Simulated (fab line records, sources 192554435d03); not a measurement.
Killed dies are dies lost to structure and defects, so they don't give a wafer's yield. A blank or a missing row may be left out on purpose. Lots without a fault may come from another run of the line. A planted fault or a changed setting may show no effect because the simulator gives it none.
A struck lot beside a sound one | flow n5_finfet | 14 steps out of a route of 1938
Sound: wafers L504.4, L504.5, L504.6. Struck: wafer L514.5. (L514.4, L514.6 of the same lot were not struck and are left out.) The cause comes at the end.
At each step with rows: each side's tool, then ch and its chambers, then its first start. Under that, the readings that differ: sound wafers | struck wafers | difference of the means | sigmas: that difference in standard deviations of wafers without a fault.
alike: readings whose means differ by less than 2 such deviations, and words and numbers that are the same on both sides. not compared: withheld readings, readings that some wafer has no value for, bounds like >300 that may hide the same value, and numbers for which the record gives no deviation and whose values overlap.
The two part at a step that has a row with sigmas, a row that says differs or no value, or rows on one side only. Numbers that don't overlap but have no deviation are shown without sigmas and don't part them. A reading that every wafer of one side lacks parts them only if that side has two wafers or more.

N5_BEOL_M15_SPUTTER_45: material Cu, target thk 100 nm, time 16.67 s.
  sound on pvd_sputter-02, day 11 22:47; struck on pvd_sputter-01, day 14 08:01
  reading                | sound          | struck | difference | sigmas
  throttle_valve_pct (%) | 30.8 30.3 30.8 | 29.5   | -1.1       | -3
  alike: chuck_sensor_temp_C, susceptor_temp_C
then, 1 step without rows for these wafers: N5_BEOL_M15_ECD_47 (material Cu, target thk 1860 nm).
N5_BEOL_M15_ANNEAL_48: time 90 s.
  sound on rtp_anneal-01 ch 0, day 11 23:17; struck on rtp_anneal-02 ch 0, day 14 08:31
  alike: wafer_temp_C_max
then, 1 step without rows for these wafers: N5_BEOL_M15_CMP_49 (polishes, stops on SiO2, t overpolish 4.9 s, target thk 850 nm).
N5_BEOL_M15_THK_MEAS_50: measures by xrf.
  sound on film_metro-02, day 11 23:44; struck on film_metro-01, day 14 08:58
  alike: M15_THK
then, 1 step without rows for these wafers: N5_BEOL_M15_PRE_CLEAN_52 (time 15 s).
N5_BEOL_M15_DEP_53: deposits SiCN from 3MS/NH3, target thk 50 nm, time 17.8 s.
  sound on pecvd-03 ch 0,1,2, day 11 23:49; struck on pecvd-04 ch 0, day 14 09:03
  reading                | sound          | struck | difference | sigmas
  throttle_valve_pct (%) | 16.3 17.1 18.0 | 19.9   | +2.8       | +3
  alike: showerhead_plenum_p_Torr
  not compared: since_wet_clean_h
N5_BEOL_M15_RS_MEAS_54: measures by four-point-probe.
  sound on film_metro-02, day 11 23:52; struck on film_metro-01, day 14 09:06
  reading         | sound                | struck | difference | sigmas
  M15_RS (ohm/sq) | 0.0217 0.0219 0.0214 | 0.0210 | -0.0007    | -2
N5_BEOL_M15_INSPECT_55: inspects for defects (darkfield).
  sound on defect_inspect-01, day 11 23:54; struck on defect_inspect-02, day 14 09:08
  alike: raw_defect_count
N5_BEOL_M15_RC_MEAS_101:
  sound on prober-01 ch 0, day 12 00:23; struck on prober-01 ch 0, day 14 09:37
  reading        | sound                   | struck  | difference | sigmas
  COMB_M11 (S/m) | 1.8e-11 1.9e-11 2.4e-11 | 2.9e-11 | +8.7e-12   | +3
  alike: COMB_M10, COMB_M12, COMB_M13, COMB_M14, COMB_M15, COMB_M15_max_site, COMB_M5, COMB_M6, COMB_M7, COMB_M8, COMB_M8_max_site, COMB_M9, SERP_M10, SERP_M11, SERP_M12, SERP_M13, SERP_M14, SERP_M5, SERP_M6, SERP_M7, SERP_M8, SERP_M9
N5_PASSIVATION_PECVD_00: deposits SiO2 from SiH4/N2O, target thk 200 nm, time 11.2 s.
  sound on pecvd-04 ch 0,1,2, day 12 00:55; struck on pecvd-01 ch 1, day 14 10:08
  reading                         | sound          | struck | difference | sigmas
  showerhead_plenum_p_Torr (Torr) | 8.23 8.20 8.16 | 8.04   | -0.16      | -2
  alike: heater_power_outer_w, heater_power_w, susceptor_temp_C, throttle_valve_pct
  not compared: since_wet_clean_h
then, 1 step without rows for these wafers: N5_MIM_BOT_DEGAS_01 (time 60 s).
N5_MIM_BOT_SPUTTER_00: material TiN, target thk 35 nm, time 89.7 s.
  sound on pvd_sputter-02, day 12 01:25; struck on pvd_sputter-02, day 14 11:22
  reading                                     | sound          | struck | difference | sigmas
  model.TiN_of_MIM_BOT_SPUTTER_00.thk_nm (nm) | 34.8 34.8 34.8 | 50.6   | +15.8      |
  alike: susceptor_temp_C, throttle_valve_pct
N5_MIM_TOP_ALD_00: deposits Al2O3, purge time 3 s, co reactant pulse time 3 s.
  the record has rows for the sound wafers here (ald_hk-02 ch 0,3, day 12 01:31) and none for the struck ones

WHERE THEY PART
First at N5_BEOL_M15_SPUTTER_45; last, within this record, at N5_MIM_TOP_ALD_00.

WHY: what the simulator had put in
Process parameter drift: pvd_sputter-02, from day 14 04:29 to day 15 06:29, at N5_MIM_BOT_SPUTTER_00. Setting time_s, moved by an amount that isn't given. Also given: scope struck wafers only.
